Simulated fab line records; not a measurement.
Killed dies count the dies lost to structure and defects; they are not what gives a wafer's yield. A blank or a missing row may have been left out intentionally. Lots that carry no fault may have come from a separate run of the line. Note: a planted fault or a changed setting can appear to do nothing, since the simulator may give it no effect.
2 desks, one fault || flow n5_finfet || each desk holds nothing but its own numbers, with what lay behind them at the end

== FOR THE TOOL OWNER'S DESK: cvd_co-02 ==
The tool's own readings at N5_BEOL_M6_CVD_78 (deposits Co from CCTBA/H2, target thk 2 nm, time 142.3 s): means of the sampled wafers that have a number, for each lot that ran on this tool. The brackets show how far a lot's mean lies from the usual mean; more than 4 standard deviations puts the lot out of limits, marked OUT.
Columns: A = run_length_s at N5_BEOL_M6_CVD_78, usual 165.3 s
{"lot": "L721", "first seen here": "day 8 16:15", "A": 165.1}
{"lot": "L723", "first seen here": "day 9 09:26", "A": 165.0}
{"lot": "L729", "first seen here": "day 10 19:28", "A": 165.3}
{"lot": "L732", "first seen here": "day 11 13:26", "A": 165.1}
{"lot": "L731", "first seen here": "day 11 17:34", "A": 165.1}
{"lot": "L737", "first seen here": "day 12 18:14", "A": "150.0 (-44) OUT"}
{"lot": "L738", "first seen here": "day 13 02:38", "A": "155.0 (-29) OUT"}
{"lot": "L736", "first seen here": "day 13 10:29", "A": "150.0 (-44) OUT"}
This desk's finding: out of limits on L736, L737, L738; first on L737, day 12 18:14 (run_length_s at N5_BEOL_M6_CVD_78). L721, L723, L729, L732, L731 stayed within limits.

== METROLOGY DESK ==
Lot by lot, what the gauges showed, no matter which tool ran the lot: averages of those sampled wafers that carry a number. The brackets show how far a lot's mean lies from the usual mean; more than 4 standard deviations puts the lot out of limits, marked OUT.
Columns: A = M6_THK at N5_BEOL_M6_THK_MEAS_53, usual 79.4 nm
{"lot": "L721", "first seen here": "day 8 17:48", "A": 79.9}
{"lot": "L723", "first seen here": "day 9 10:59", "A": 78.1}
{"lot": "L727", "first seen here": "day 10 13:58", "A": 78.6}
{"lot": "L725", "first seen here": "day 10 14:25", "A": 79.3}
{"lot": "L728", "first seen here": "day 10 19:07", "A": 78.4}
{"lot": "L729", "first seen here": "day 10 21:33", "A": 79.8}
{"lot": "L732", "first seen here": "day 11 14:51", "A": 80.6}
{"lot": "L731", "first seen here": "day 11 18:52", "A": 78.2}
{"lot": "L737", "first seen here": "day 12 19:12", "A": 76.2}
{"lot": "L738", "first seen here": "day 13 04:23", "A": 79.2}
{"lot": "L736", "first seen here": "day 13 12:04", "A": 81.3}
{"lot": "L743", "first seen here": "day 14 17:40", "A": 79.3}
This desk found nothing out of limits on any of the 12 lots.

== PUT TOGETHER ==
The tool owner's desk had the chance to raise an alarm at day 12 18:14 on L736, L737, L738.
At the metrology desk, nothing out of limits was observed.
The metrology desk has L736, L737, L738 on record, within its limits.
Every lot named ran N5_BEOL_M6_CVD_78 on cvd_co-02.

== WHAT THE SIMULATOR PUT IN ==
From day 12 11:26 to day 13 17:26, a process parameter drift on cvd_co-02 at N5_BEOL_M6_CVD_78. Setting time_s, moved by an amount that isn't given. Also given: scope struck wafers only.
Shown lots that were struck: L736, L737, L738.
How many hours passed from the start of the fault until each desk's first out-of-limits reading: the tool owner's desk, 7.
